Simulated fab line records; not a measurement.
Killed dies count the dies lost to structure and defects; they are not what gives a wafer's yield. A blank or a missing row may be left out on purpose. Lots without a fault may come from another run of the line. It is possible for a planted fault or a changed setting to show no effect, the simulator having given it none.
What tool caused it? / flow n5_finfet / Sampling: 9 lots, 27 wafers, 3 of 1938 route steps

== WHAT EACH GAUGE READ, for each wafer ==
N5_BEOL_M13_CD_MEAS_10: the cd target is 190 nm.
lot=L509; measured=day 10 18:08; on=cd_sem-03; cd_nm (nm)=191.2 192.6 192.4
lot=L510; measured=day 11 05:02; on=cd_sem-01; cd_nm (nm)=58.1 189.0 190.2
lot=L512; measured=day 11 04:43; on=cd_sem-02; cd_nm (nm)=192.5 190.5 191.7
lot=L513; measured=day 11 05:15; on=cd_sem-03; cd_nm (nm)=189.5 188.8 189.7
lot=L514; measured=day 11 23:55; on=cd_sem-03; cd_nm (nm)=63.2 62.1 189.6
lot=L527; measured=day 15 14:56; on=cd_sem-03; cd_nm (nm)=187.4 189.7 188.9
lot=L528; measured=day 16 01:41; on=cd_sem-01; cd_nm (nm)=188.5 190.8 188.3
lot=L530; measured=day 16 15:48; on=cd_sem-01; cd_nm (nm)=190.2 189.3 188.6
lot=L531; measured=day 16 05:22; on=cd_sem-02; cd_nm (nm)=191.1 191.2 189.7

== WHAT TOOL EACH LOT RAN ON (gives the tool, then ch and the chambers of the sampled wafers, and finally the start) ==
lot=L509; N5_BEOL_M12_STRIP_37=plasma_asher-01 ch 0,1, day 10 12:32; N5_BEOL_M13_EXPOSE_07=krf_scanner-02 ch 0, day 10 17:58
lot=L510; N5_BEOL_M12_STRIP_37=plasma_asher-02 ch 0,1, day 11 02:26; N5_BEOL_M13_EXPOSE_07=krf_scanner-02 ch 0, day 11 04:52
lot=L512; N5_BEOL_M12_STRIP_37=plasma_asher-02 ch 0,1, day 11 01:10; N5_BEOL_M13_EXPOSE_07=krf_scanner-02 ch 0, day 11 04:34
lot=L513; N5_BEOL_M12_STRIP_37=plasma_asher-02 ch 0,1, day 11 02:40; N5_BEOL_M13_EXPOSE_07=krf_scanner-01 ch 0, day 11 05:05
lot=L514; N5_BEOL_M12_STRIP_37=plasma_asher-02 ch 0,1, day 11 21:37; N5_BEOL_M13_EXPOSE_07=krf_scanner-02 ch 0, day 11 23:44
lot=L527; N5_BEOL_M12_STRIP_37=plasma_asher-02 ch 0, day 15 10:42; N5_BEOL_M13_EXPOSE_07=krf_scanner-02 ch 0, day 15 14:46
lot=L528; N5_BEOL_M12_STRIP_37=plasma_asher-02 ch 0,1, day 15 21:54; N5_BEOL_M13_EXPOSE_07=krf_scanner-02 ch 0, day 16 01:31
lot=L530; N5_BEOL_M12_STRIP_37=plasma_asher-02 ch 0,1, day 16 08:20; N5_BEOL_M13_EXPOSE_07=krf_scanner-02 ch 0, day 16 15:38
lot=L531; N5_BEOL_M12_STRIP_37=plasma_asher-01 ch 0,1, day 16 01:52; N5_BEOL_M13_EXPOSE_07=krf_scanner-02 ch 0, day 16 05:11
- N5_BEOL_M12_STRIP_37: strips in N2/H2.
- N5_BEOL_M13_EXPOSE_07: exposes mask V12.

== THE ANSWER, worked out from the rows above alone ==
Rule: what is usual is taken from the lots themselves. The widest of any qualifying gaps counts: lots, ordered by their means at a reading, are off when they make up no more than a third of the lots, leave a main group of 4 or more, and stand apart from it by 3 or more times the standard deviation of that group's means. The tables above print the reading to a certain number of digits; a main group whose means all agree to those digits is not used. Also off: a lot with no number at a reading for which 4 or more lots have one. The other lots that the step has rows for count as sound.
Off at N5_BEOL_M13_CD_MEAS_10 (cd_nm): L510, L514. The main group has a mean of 190.1 nm with a standard deviation of 1.2.
A tool fits if, at a process step before that reading, it ran every lot that is off, and no sound lot after the first of them. Those tools and the gauges at N5_BEOL_M13_CD_MEAS_10 are tried in the same way. No candidate that was tried fits.

== WHAT THE SIMULATOR HAD INSERTED ==
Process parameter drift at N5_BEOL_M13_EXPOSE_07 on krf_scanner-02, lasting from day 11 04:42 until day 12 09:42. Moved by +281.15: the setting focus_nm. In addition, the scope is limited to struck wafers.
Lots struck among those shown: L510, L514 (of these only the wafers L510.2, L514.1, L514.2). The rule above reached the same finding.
